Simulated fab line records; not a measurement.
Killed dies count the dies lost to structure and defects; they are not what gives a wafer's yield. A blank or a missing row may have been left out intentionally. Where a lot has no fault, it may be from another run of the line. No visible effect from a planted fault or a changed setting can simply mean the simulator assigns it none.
Struck lot and sound lot, side by side | flow n5 finfet | 14 steps out of a route of 1938
Sound: the wafers L185.1, L185.3, L185.6. Wafers struck: L178.1, L178.3, L178.4. Last of all comes the cause.
Each step with rows lists, per side, the tool, then ch with its chambers, then its first start. Under that, the readings that differ: sound wafers | struck wafers | difference of the means | sigmas: that difference in standard deviations of wafers without a fault.
alike: readings whose means differ by less than 2 such deviations, and words and numbers that are the same on both sides. not compared: withheld readings, readings that some wafer has no value for, bounds like >300 that may hide the same value, and numbers for which the record gives no deviation and whose values overlap.
A row with sigmas, a row that says differs or no value, or rows on one side alone: a step with any of these is where the two part. Non-overlapping numbers with no deviation appear without sigmas and do not part them. A reading missing from all wafers of one side parts the sides only when that side holds two or more wafers.

N5_BEOL_M14_CMP_49: polishes, stops on SiO2, t overpolish 5.2 s, target thk 560 nm.
  sound on cmp-02 ch 2,3, day 15 16:26; struck on cmp-03 ch 0,1,3, day 13 04:29
  reading                      | sound             | struck            | difference | sigmas
  barrier field endpoint s (s) | 11.84 11.59 11.80 | 11.47 11.05 11.12 | -0.53      | -2
  alike: clearing platen down force psi, edge zone pressure frac, motor current A, overpolish run s, retaining ring pressure frac, slurry filter dp kPa, time to endpoint s
N5_BEOL_M14_THK_MEAS_50: measures by xrf.
  sound on film metro-01, day 15 16:44; struck on film metro-01, day 13 04:45
  alike: M14_THK
then, 1 step without rows for these wafers: N5_BEOL_M14_PRE_CLEAN_52 (time 15 s).
N5_BEOL_M14_DEP_53: deposits SiCN from 3MS/NH3, target thk 50 nm, time 17.8 s.
  sound on pecvd-03 ch 1,2, day 15 16:48; struck on pecvd-01 ch 0,1,2, day 13 04:49
  alike: showerhead plenum p Torr, throttle valve pct
N5_BEOL_M14_RS_MEAS_54: measurement is done with a four-point probe.
  sound on film metro-02, day 15 16:52; struck on film metro-01, day 13 04:53
  alike: M14_RS
N5_BEOL_M14_INSPECT_55: inspects for defects (darkfield).
  sound on defect inspect-01, day 15 16:53; struck on defect inspect-01, day 13 04:54
  alike: raw defect count
N5_BEOL_M15_ILD_DEP_00: deposits SiO2 from TEOS/O2, target thk 1629.3 nm, time 346.1 s.
  sound on pecvd-02 ch 0,1, day 15 16:56; struck on pecvd-02 ch 0,1,2, day 13 04:56
  alike: heater power w, showerhead plenum p Torr, throttle valve pct
N5_BEOL_M15_THK_MEAS_01:
  sound on film metro-02, day 15 17:11; struck on film metro-01, day 13 05:11
  alike: M15_ILD_THK
then, 4 steps without rows for these wafers: N5_BEOL_M15_COAT_58 (time 60 s, resist thk 89 nm); N5_BEOL_M15_COAT_04 (resist thk 800 nm); N5_BEOL_M15_EBR_06; N5_BEOL_M15_SOFTBAKE_05 (time 60 s).
N5_BEOL_M15_EXPOSE_07: exposes mask V14.
  sound on krf scanner-01 ch 0, day 15 17:26; struck on krf scanner-01, day 13 05:27
  no value came back on the struck wafers for exposure dose mJ cm2, focus offset nm (nm); on the sound wafers exposure dose mJ cm2 reads 41.22 41.19 41.16
  alike: mask
then, 1 step without rows for these wafers: N5_BEOL_M15_PEB_08 (peb time 90 s).

## WHERE THEY PART
Last at N5_BEOL_M15_EXPOSE_07 as far as this record goes, first at N5_BEOL_M14_CMP_49.

WHY: whatever the simulator had introduced
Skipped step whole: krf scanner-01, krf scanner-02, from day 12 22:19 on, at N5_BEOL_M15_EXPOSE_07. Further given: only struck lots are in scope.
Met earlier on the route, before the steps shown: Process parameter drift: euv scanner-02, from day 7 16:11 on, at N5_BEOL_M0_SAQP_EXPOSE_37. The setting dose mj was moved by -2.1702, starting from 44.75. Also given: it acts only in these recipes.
